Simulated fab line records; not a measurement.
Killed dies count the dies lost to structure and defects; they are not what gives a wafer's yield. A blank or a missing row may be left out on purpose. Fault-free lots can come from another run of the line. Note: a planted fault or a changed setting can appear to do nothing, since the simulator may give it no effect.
fab line records	flow nandHarc
record lots=11	wafers=33	lastDay=24
route steps=1159 shown A_STAIRCASE@742 A_SGD_CUT@762 END@1159
lots untouched by any fault: they come from a run of this same line in which no faults occurred
startH: hours from the record's first day to the start of the lot's first wafer shown	waitH: hours from the lot's prior step to this one	" identical to the entry in the row above	L1.1+2: a single row standing in for several wafers	- no value, or no start given	* or withheld: withheld	< > ~ a bound
route shown NAME@n: names a module that has steps shown in the file, with the first one's number in the route	usual: mean/standard deviation of fault-free wafers	same: alike in all rows	chamber/n: place in a boat	sites: per-site readings	_std_site: how widely they spread, as a standard deviation	_edge_site: mean of outer sites minus mean of inner sites	radiusMm: how far each site lies from the wafer's centre	mask NAME#n: copy n	behind: the last tool/chamber to shape the wafer	hold: reason for holding the lot/hours on hold/outcome of the hold	device: whichever transistor did not switch (one of n, p or np)	end of line: tests of these same wafers at the route's end	a step with no rows: only its recipe	killed: dies that structure and defects cost at the first sort, which is not the same as the wafer's yield	map: a wafer's dies, x killed, . not, _ none there
set.NAME: the setting as run; set.NAME@STEP: as run at that earlier step	model.NAME: the simulator's own value behind a step, which no gauge read
the route's steps for a sample of lots (tables are steps, rows are wafers)
services: the hour from which a tool's chamber was out of use, counted from the record's first day as startH (under 0 if before that day), plus the number of hours and why
## steps
# step NHARC_A_STAIRCASE_DEP_471
# recipe targetThkA=1000	tempC=400	pressureTorr=6.5	rfW=900	teosFlowSccm=161.4	flowSccm=2650	targetThkNm=100	gas=O2	material=SiO2
# usual chamberPressureTorr=6.499/0.014	flowSccm=2650/8	heaterPowerW=546/98	throttleValvePct=15.6/0.56
lot.wafer	tool	chamber	startH	waitH	chamberPressureTorr	flowSccm	heaterPowerW	throttleValvePct
L235.1	pecvd-02	2	307.40	-	6.514	2659	446	15.3
L235.4	"	1	"	"	6.515	2647	709	15.7
L235.5	"	0	"	"	6.509	2646	544	15.2
L237.2	pecvd-03	0	320.80	-	6.504	2630	503	15.9
L237.6	"	2	"	"	6.514	2654	466	15.8
L237.4	"	0	"	"	6.502	2664	499	16.1
L239.2	pecvd-02	2	331.02	-	6.503	2635	414	15.2
L239.6	"	2	"	"	6.473	2654	421	15.5
L239.5	"	0	"	"	6.494	2643	423	14.9
L241.2	pecvd-02	2	356.52	-	6.493	2653	519	15.1
L241.6	"	2	"	"	6.505	2663	535	15.3
L241.5	"	0	"	"	6.517	2655	411	14.5
L244.1	pecvd-02	2	369.49	-	6.478	2651	578	15.2
L244.3	"	0	"	"	6.493	2654	382	14.5
L244.4	"	1	"	"	6.478	2641	592	15.2
L245.6	pecvd-02	2	387.81	-	6.476	2650	496	15.7
L245.4	"	0	"	"	6.487	2649	409	14.7
L245.5	"	1	"	"	6.496	2647	668	15.0
L252.2	pecvd-04	2	425.64	-	6.506	2653	580	16.1
L252.5	"	2	"	"	6.499	2654	581	16.0
L252.6	"	1	"	"	6.511	2656	754	15.0
L256.3	pecvd-04	1	442.57	-	6.493	2658	591	15.2
L256.2	"	2	"	"	6.480	2657	745	16.1
L256.4	"	1	"	"	6.503	2653	603	15.0
L254.3	pecvd-03	1	442.82	-	6.493	2643	587	16.0
L254.6	"	2	"	"	6.506	2654	489	16.0
L254.4	"	0	"	"	6.538	2656	555	16.2
L255.1	pecvd-03	1	443.35	-	6.480	2650	575	16.0
L255.2	"	0	"	"	6.511	2648	469	16.4
L255.4	"	1	"	"	6.468	2646	586	16.1
L257.1	pecvd-02	2	453.46	-	6.484	2649	571	15.6
L257.5	"	0	"	"	6.486	2648	437	14.8
L257.4	"	1	"	"	6.523	2655	684	15.4
# step NHARC_A_SGD_CUT_ETCH_58
# recipe targetDepthA=390	overEtchFrac=0.3	timeS=65	ionEnergyEv=80	cf4FlowSccm=150	arFlowSccm=0	rfW=300	biasW=100	chemistry=CF4
# usual drypumpMotorCurrentA=5.67/0.25	oesProductAu=0.999/0.0076	rfVppV=151.6/1.2	showerheadPlenumPTorr=1.79/0.059	throttleValvePct=13.286/0.0094
lot.wafer	tool	chamber	startH	waitH	drypumpMotorCurrentA	oesProductAu	rfHoursCounterH	rfVppV	showerheadPlenumPTorr	throttleValvePct
L235.1	rieDiel-04	3	308.93	0.1	5.99	1.011	1	153.5	1.88	13.271
L235.4	"	0	"	"	5.57	1.001	1	150.9	1.67	13.286
L235.5	"	2	"	"	6.28	0.989	-	152.0	1.78	13.287
L237.4	rieDiel-06	2	322.44	0.1	5.82	0.988	6	151.2	1.82	13.305
L237.2	"	1	"	"	5.59	1.001	4	150.7	1.78	13.276
L237.6	"	2	"	"	5.84	0.978	-	152.1	1.82	13.289
L239.2	rieDiel-08	3	332.69	0.1	5.50	1.002	3	150.9	1.71	13.308
L239.5	"	0	"	"	5.81	0.995	-	152.6	1.81	13.292
L239.6	"	1	"	"	5.49	0.995	-	151.6	1.77	13.293
L241.2	rieDiel-06	2	358.07	0.1	5.87	0.989	9	152.5	1.82	13.288
L241.6	"	3	"	"	5.58	0.996	-	150.7	1.70	13.284
L241.5	"	0	"	"	5.29	0.988	-	153.9	1.87	13.274
L244.3	rieDiel-04	0	371.14	0.1	5.56	0.997	7	150.7	1.67	13.281
L244.4	"	1	"	"	5.67	0.993	7	150.8	1.74	13.283
L244.1	"	2	"	"	6.26	0.994	7	152.2	1.78	13.272
L245.4	rieDiel-06	1	389.41	0.1	5.59	1.011	10	151.2	1.78	13.284
L245.5	"	0	"	"	5.29	1.000	-	154.2	1.87	13.280
L245.6	"	1	"	"	5.59	1.007	-	151.2	1.78	13.290
L252.2	rieDiel-06	3	427.36	0.1	5.54	0.996	0	151.0	1.70	13.285
L252.6	"	3	"	"	5.56	0.998	-	149.8	1.70	13.295
L252.5	"	0	"	"	5.30	0.997	-	151.3	1.86	13.274
L256.3	rieDiel-06	2	444.21	0.1	5.82	0.992	1	151.5	1.82	13.283
L256.2	"	3	"	"	5.56	0.990	1	151.1	1.70	13.298
L256.4	"	0	"	"	5.31	1.001	2	152.5	1.86	13.285
L254.3	rieDiel-08	1	444.45	0.1	5.52	0.998	14	152.1	1.77	13.293
L254.4	"	2	"	"	5.74	1.002	13	151.5	1.80	13.292
L254.6	"	0	"	"	5.84	0.995	-	153.0	1.81	13.294
L255.2	rieDiel-06	0	445.08	0.1	5.30	0.994	2	153.4	1.86	13.289
L255.1	"	1	"	"	5.57	1.007	1	152.1	1.78	13.280
L255.4	"	2	"	"	5.86	0.979	1	152.0	1.82	13.294
L257.4	rieDiel-08	3	455.10	0.1	5.49	1.008	15	149.9	1.70	13.292
L257.1	"	0	"	"	5.83	0.993	16	151.0	1.81	13.292
L257.5	"	2	"	"	5.71	1.005	-	151.9	1.80	13.287
# step NHARC_A_SGD_CUT_ETCH_15
# recipe targetDepthA=750	timeS=64.3	ch3fFlowSccm=50	o2FlowSccm=30	arFlowSccm=200	rfW=500	biasW=100	chemistry=CH3F/O2
# usual drypumpMotorCurrentA=5.66/0.23	o2FlowSccm=30.00/0.084	oesProductAu=0.963/0.015	rfVppV=264.1/1.3	showerheadPlenumPTorr=2.48/0.086	throttleValvePct=20.664/0.0088
lot.wafer	tool	chamber	startH	waitH	drypumpMotorCurrentA	o2FlowSccm	oesProductAu	rfHoursCounterH	rfVppV	showerheadPlenumPTorr	throttleValvePct
L235.4	rieDiel-04	0	-	-	5.55	30.11	0.960	2	263.0	2.31	20.655
L235.1	"	1	"	"	5.65	30.16	0.978	2	263.3	2.42	20.667
L235.5	"	0	"	"	5.57	30.12	0.960	-	261.3	2.31	20.669
L237.2	rieDiel-06	3	-	-	5.56	29.99	0.990	3	262.4	2.37	20.660
L237.4	"	0	"	"	5.28	30.00	0.980	6	264.6	2.60	20.652
L237.6	"	2	"	"	5.85	29.91	0.963	-	263.8	2.54	20.661
L239.2	rieDiel-08	3	-	-	5.53	29.87	0.969	3	262.7	2.37	20.678
L239.6	"	3	"	"	5.48	30.03	0.964	-	262.6	2.37	20.658
L239.5	"	0	"	"	5.84	30.03	0.968	-	264.4	2.52	20.675
L241.2	rieDiel-06	2	-	-	5.87	30.02	0.958	9	265.3	2.53	20.654
L241.5	"	2	"	"	5.85	29.98	0.944	-	266.6	2.53	20.670
L241.6	"	3	"	"	5.58	29.83	0.964	-	264.2	2.37	20.660
L244.1	rieDiel-04	2	-	-	6.25	29.90	0.923	7	265.5	2.48	20.645
L244.4	"	3	"	"	6.00	30.03	0.916	7	265.2	2.61	20.655
L244.3	"	1	"	"	5.67	29.93	0.923	8	264.3	2.41	20.662
L245.4	rieDiel-06	2	-	-	5.85	29.98	0.950	11	264.6	2.53	20.674
L245.6	"	1	"	"	5.57	30.06	0.978	-	264.7	2.48	20.678
L245.5	"	2	"	"	5.84	30.02	0.953	-	264.2	2.53	20.658
L252.2	rieDiel-06	1	-	-	5.59	30.06	0.983	0	265.4	2.47	20.659
L252.5	"	3	"	"	5.56	29.97	0.961	-	262.6	2.36	20.668
L252.6	"	0	"	"	5.33	30.13	0.957	-	266.7	2.60	20.662
L256.4	rieDiel-06	3	-	-	5.57	29.89	0.977	2	262.0	2.36	20.664
L256.2	"	0	"	"	5.27	29.91	0.968	2	264.3	2.60	20.659
L256.3	"	1	"	"	5.59	29.95	0.962	1	264.2	2.47	20.673
L254.4	rieDiel-08	0	-	-	5.82	29.93	0.962	15	264.3	2.51	20.664
L254.3	"	2	"	"	5.72	29.97	0.953	13	264.6	2.50	20.661
L254.6	"	1	"	"	5.52	29.98	0.969	-	264.9	2.46	20.665
L255.2	rieDiel-06	1	-	-	5.57	29.95	0.969	1	264.1	2.47	20.677
L255.4	"	2	"	"	5.84	29.98	0.967	1	265.2	2.53	20.647
L255.1	"	3	"	"	5.57	30.04	0.966	2	263.5	2.36	20.662
L257.1	rieDiel-08	0	-	-	5.82	30.04	0.963	16	265.8	2.51	20.668
L257.4	"	2	"	"	5.74	29.94	0.950	14	264.7	2.50	20.648
L257.5	"	3	"	"	5.49	30.05	0.957	-	262.0	2.37	20.668
# step NHARC_A_SGD_CUT_DEP_20
# recipe targetThkA=1500	tempC=65	material=SiO2
# usual susceptorTempC=64.97/0.13
lot.wafer	tool	chamber	startH	waitH	susceptorTempC
L235.1	fcvd-01	1	309.98	-	-
L235.4	"	0	"	"	-
L235.5	"	0	"	"	-
L237.2	fcvd-01	0	323.47	-	-
L237.4	"	0	"	"	-
L237.6	"	1	"	"	-
L239.2	fcvd-02	1	333.72	-	-
L239.6	"	1	"	"	-
L239.5	"	0	"	"	-
L241.2	fcvd-02	0	359.08	-	-
L241.6	"	0	"	"	-
L241.5	"	1	"	"	-
L244.1	fcvd-02	1	372.54	-	-
L244.3	"	1	"	"	-
L244.4	"	0	"	"	-
L245.4	fcvd-02	0	390.50	-	65.03
L245.6	"	1	"	"	64.92
L245.5	"	0	"	"	65.09
L252.2	fcvd-02	1	428.39	-	-
L252.6	"	1	"	"	-
L252.5	"	0	"	"	-
L256.2	fcvd-01	0	445.24	-	64.93
L256.3	"	0	"	"	64.88
L256.4	"	1	"	"	65.01
L254.3	fcvd-02	1	445.56	0.2	-
L254.4	"	0	"	"	-
L254.6	"	1	"	"	-
L255.2	fcvd-01	1	446.11	-	-
L255.1	"	0	"	"	-
L255.4	"	1	"	"	-
L257.1	fcvd-02	0	456.15	-	64.80
L257.4	"	1	"	"	64.92
L257.5	"	1	"	"	64.77
# step NHARC_A_SGD_CUT_CMP_21
# recipe targetThkNm=148.19
# usual edgeZonePressureFrac=1.000/0.005	motorCurrentA=12.5/1.3	retainingRingPressureFrac=1.000/0.0048	timeToEndpointS=50.2/2.4
lot.wafer	tool	chamber	startH	waitH	edgeZonePressureFrac	motorCurrentA	retainingRingPressureFrac	timeToEndpointS
L235.1	cmp-04	3	314.58	0.4	0.996	11.0	0.996	50.8
L235.4	"	2	"	"	0.997	12.6	1.004	50.4
L235.5	"	3	"	"	1.001	11.3	0.996	49.7
L237.2	cmp-01	1	327.84	0.4	1.008	15.2	0.992	51.0
L237.4	"	3	"	"	1.001	11.7	0.997	52.1
L237.6	"	1	"	"	1.001	14.6	0.991	49.3
L239.2	cmp-04	3	338.12	0.4	1.005	10.8	0.997	47.4
L239.5	"	0	"	"	0.992	14.3	1.002	48.3
L239.6	"	1	"	"	1.001	12.8	0.989	45.2
L241.2	cmp-01	2	363.67	0.4	1.004	12.4	0.997	54.8
L241.5	"	1	"	"	1.000	14.8	0.997	51.8
L241.6	"	2	"	"	0.999	11.8	0.990	52.4
L244.4	cmp-02	0	378.90	0.4	0.993	12.6	1.006	52.2
L244.1	"	1	"	"	1.012	13.1	0.994	49.2
L244.3	"	2	"	"	1.001	10.8	0.998	51.1
L245.4	cmp-01	1	395.88	0.4	1.000	14.8	0.994	47.1
L245.5	"	0	"	"	0.997	12.8	0.996	48.0
L245.6	"	1	"	"	1.001	14.7	0.996	46.1
L252.2	cmp-02	0	433.05	0.4	1.006	12.1	0.997	16.4
L252.5	"	1	"	"	0.991	13.1	0.998	16.9
L252.6	"	2	"	"	1.004	10.6	0.996	17.4
L256.3	cmp-04	0	450.33	0.4	1.003	14.3	0.998	53.3
L256.2	"	1	"	"	0.998	13.2	1.005	53.9
L256.4	"	2	"	"	1.002	12.7	1.004	55.2
L255.2	cmp-01	3	450.33	0.4	0.990	11.4	0.999	14.5
L255.1	"	0	"	"	1.000	13.4	0.997	15.2
L255.4	"	1	"	"	1.005	14.9	1.006	13.6
L254.3	cmp-02	2	450.33	0.4	1.003	11.0	1.012	14.0
L254.4	"	0	"	"	1.006	12.8	0.987	16.1
L254.6	"	2	"	"	0.999	10.5	1.002	15.6
L257.1	cmp-04	0	460.47	0.4	1.004	13.5	1.010	49.9
L257.4	"	1	"	"	1.000	13.3	0.992	50.7
L257.5	"	0	"	"	1.008	14.6	1.003	50.8
# step NHARC_A_SGD_CUT_THK_MEAS_22
# recipe thkMeasGauge=ellipsometry
# usual thkNm=148.5/1.3
lot.wafer	tool	chamber	startH	waitH	thkNm
L235.1	filmMetro-02	-	314.84	0.2	146.7
L235.4	"	-	"	"	146.5
L235.5	"	-	"	"	146.0
L237.2	filmMetro-01	-	328.07	0.2	148.8
L237.4	"	-	"	"	149.4
L237.6	"	-	"	"	147.1
L239.2	filmMetro-01	-	338.30	0.2	148.5
L239.5	"	-	"	"	147.1
L239.6	"	-	"	"	146.9
L241.2	filmMetro-02	-	363.90	0.2	148.9
L241.5	"	-	"	"	148.3
L241.6	"	-	"	"	152.0
L244.1	filmMetro-02	-	379.13	0.2	147.6
L244.3	"	-	"	"	148.2
L244.4	"	-	"	"	148.2
L245.4	filmMetro-01	-	396.11	0.2	149.0
L245.5	"	-	"	"	151.6
L245.6	"	-	"	"	148.1
L252.2	filmMetro-01	-	433.23	0.2	49.8
L252.5	"	-	"	"	50.7
L252.6	"	-	"	"	49.8
L256.2	filmMetro-01	-	450.56	0.2	149.2
L256.3	"	-	"	"	147.7
L256.4	"	-	"	"	146.9
L254.3	filmMetro-02	-	450.56	0.2	51.5
L254.4	"	-	"	"	49.4
L254.6	"	-	"	"	51.5
L255.1	filmMetro-01	-	450.56	0.2	51.8
L255.2	"	-	"	"	51.7
L255.4	"	-	"	"	49.1
L257.1	filmMetro-01	-	460.72	0.2	148.3
L257.4	"	-	"	"	148.3
L257.5	"	-	"	"	149.2
# step NHARC_END_SORT_01
# recipe tempC=25
# usual killedAtArray=26/8.6	killedAtOther=0.7/0.97	killedAtPeriphery=3.2/2.2	killedDies=30/8.9	killedOpen=3.1/1.8	killedShort=2.2/1.8
# same grossDies=677
lot.wafer	tool	chamber	startH	waitH	killedAtArray	killedAtOther	killedAtPeriphery	killedDies	killedOpen	killedShort
L252.2	prober-02	0	564.61	2.8	676	0	1	677	3	1
L252.5	prober-02	0	567.02	3.7	672	1	4	677	2	2
L252.6	prober-02	0	567.82	4.0	673	1	3	677	2	4
L255.1	prober-01	0	567.68	2.5	671	0	6	677	5	0
L255.2	prober-01	0	568.48	2.8	675	1	1	677	2	1
L255.4	prober-01	0	570.08	3.4	675	0	2	677	3	5
L254.3	prober-02	0	582.11	3.1	674	1	2	677	1	2
L254.4	prober-02	0	582.90	3.4	671	0	6	677	0	4
L254.6	prober-02	0	584.48	4.0	677	0	0	677	4	1
# killed by level:class
L252.2 A_SGD_CUT:areaDep=647 A_CHANNEL_HOLE_D1:chamberFilmFlake=7 A_SGD_CUT:chamberFilmFlake=7 A_CONTACT:chamberFilmFlake=7 A_SLIT:chamberFilmFlake=2 A_WL_FILL:chamberFilmFlake=2 A_CHANNEL_FILL_D1:geometricParticle:open=1 A_WL_FILL:geometricParticle:short=1
L252.5 A_SGD_CUT:areaDep=651 A_SGD_CUT:chamberFilmFlake=7 A_CHANNEL_HOLE_D1:chamberFilmFlake=5 A_CONTACT:chamberFilmFlake=4 A_SLIT:chamberFilmFlake=3 P_M0:geometricParticle:open=1 P_M1:geometricParticle:short=1 A_CHANNEL_HOLE_D1:geometricParticle:open=1
L255.1 A_SGD_CUT:areaDep=655 A_CONTACT:chamberFilmFlake=6 P_M0:chamberFilmFlake=4 A_CHANNEL_HOLE_D1:chamberFilmFlake=4 A_ONON_D1:geometricParticle:open=2 P_GATE:geometricParticle:open=1 P_M1:geometricParticle:open=1 A_BLC:geometricParticle:open=1
L252.6 A_SGD_CUT:areaDep=652 A_SGD_CUT:chamberFilmFlake=5 A_SLIT:chamberFilmFlake=5 A_CHANNEL_HOLE_D1:chamberFilmFlake=4 A_WL_FILL:geometricParticle:short=2 P_GATE:chamberFilmFlake=2 P_M1:geometricParticle:short=1 A_CHANNEL_FILL_D1:geometricParticle:short=1
L255.2 A_SGD_CUT:areaDep=652 A_CHANNEL_HOLE_D1:chamberFilmFlake=8 A_M0:chamberFilmFlake=4 A_CONTACT:chamberFilmFlake=3 A_ZERO_WELL:chamberFilmFlake=2 A_CHANNEL_FILL_D1:geometricParticle:short=1 A_BLC:geometricParticle:open=1 A_M0:geometricParticle:open=1
L255.4 A_SGD_CUT:areaDep=657 A_CHANNEL_FILL_D1:geometricParticle:short=2 A_WL_FILL:chamberFilmFlake=2 A_CHANNEL_HOLE_D1:chamberFilmFlake=2 A_STAIRCASE:chamberFilmFlake=2 A_M0:chamberFilmFlake=2 P_M0:geometricParticle:open=1 A_ONON_D1:geometricParticle:short=1
L254.3 A_SGD_CUT:areaDep=655 A_CHANNEL_HOLE_D1:chamberFilmFlake=12 A_CONTACT:chamberFilmFlake=3 A_STAIRCASE:chamberFilmFlake=2 P_M0:geometricParticle:open=1 A_CHANNEL_FILL_D1:geometricParticle:short=1 A_WL_FILL:geometricParticle:short=1 P_GATE:chamberFilmFlake=1
L254.4 A_SGD_CUT:areaDep=650 A_CHANNEL_HOLE_D1:chamberFilmFlake=14 P_GATE:chamberFilmFlake=5 A_ONON_D1:geometricParticle:short=2 A_CONTACT:chamberFilmFlake=2 P_M1:geometricParticle:short=1 A_BLC:geometricParticle:short=1 A_SLIT:chamberFilmFlake=1
L254.6 A_SGD_CUT:areaDep=655 A_CHANNEL_HOLE_D1:chamberFilmFlake=11 A_CONTACT:chamberFilmFlake=3 A_ONON_D1:geometricParticle:short=1 A_CHANNEL_HOLE_D1:geometricParticle:open=1 A_CHANNEL_FILL_D1:geometricParticle:open=1 A_WL_FILL:geometricParticle:open=1 A_M0:geometricParticle:open=1
## services
tool	chamber	startH	hours	kind
cmp-04	-	283.57	0.9	repair
cmp-01	-	286.11	1.4	repair
rieDiel-04	-	289.13	9.0	pm
rieDiel-06	3	290.08	19.7	repair
fcvd-01	-	292.00	13.0	pm
cmp-04	-	301.08	4.0	pm
rieDiel-08	-	301.80	9.0	pm
cmp-01	-	319.85	0.5	repair
cmp-01	-	332.05	0.3	repair
cmp-04	-	334.06	3.1	repair
pecvd-02	-	334.34	13.0	pm
cmp-01	-	335.04	1.0	repair
rieDiel-04	0	346.47	3.3	repair
rieDiel-06	2	354.45	3.2	repair
rieDiel-08	3	356.36	3.5	repair
cmp-01	-	363.92	5.2	repair
cmp-01	-	375.51	4.0	pm
fcvd-02	-	376.00	13.0	pm
cmp-01	-	384.66	6.4	repair
rieDiel-06	3	393.45	17.7	repair
cmp-04	-	399.08	4.0	pm
cmp-01	-	401.00	1.9	repair
fcvd-01	1	407.60	16.1	repair
rieDiel-06	-	418.20	9.0	pm
## key
firstSign step=NHARC_A_SGD_CUT_DEP_20	reading=toolRecord	direction=missing
effect step=NHARC_A_SGD_CUT_CMP_21	reading=timeToEndpointS	direction=down	sigmas=15	usual=*	struck=*
effect step=NHARC_A_SGD_CUT_THK_MEAS_22	reading=thkNm	direction=down	sigmas=77	usual=148.5	struck=50.6
effect step=NHARC_END_SORT_01	reading=killedAtArray	direction=up	sigmas=75	usual=26	struck=674
moreKillsBornAt NHARC_A_SGD_CUT_DEP_20@fcvd-02=3910	NHARC_A_SGD_CUT_DEP_20@fcvd-01=1964
metAt NHARC_A_SGD_CUT_DEP_20
struckLots L252,L254,L255
laterRowsLeftOut L252.2,L252.5,L252.6,L254.3,L254.4,L254.6,L255.1,L255.2,L255.4
testerLeftOut L252,L254,L255
notActingAt NHARC_A_STAIRCASE_DEP_471,NHARC_A_SGD_CUT_ETCH_58,NHARC_A_SGD_CUT_ETCH_15
onsetBetween 390.50 428.39
fault kind=skippedStepWhole	tool=fcvd-01,fcvd-02	chamber=-	onsetH=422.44	steps=NHARC_A_SGD_CUT_DEP_20	scope=struckLotsOnly
# testerLeftOut: of these lots the tester's yield and bins aren't shown, on N5 and GAA mostly nor the transistor test; their killed dies are dies lost to structure and defects alone, not to doping, threshold or leakage, so they don't give the yield
# laterRowsLeftOut: the simulator's readings of these wafers behind a module that went badly wrong aren't trusted and aren't shown, but for the sort
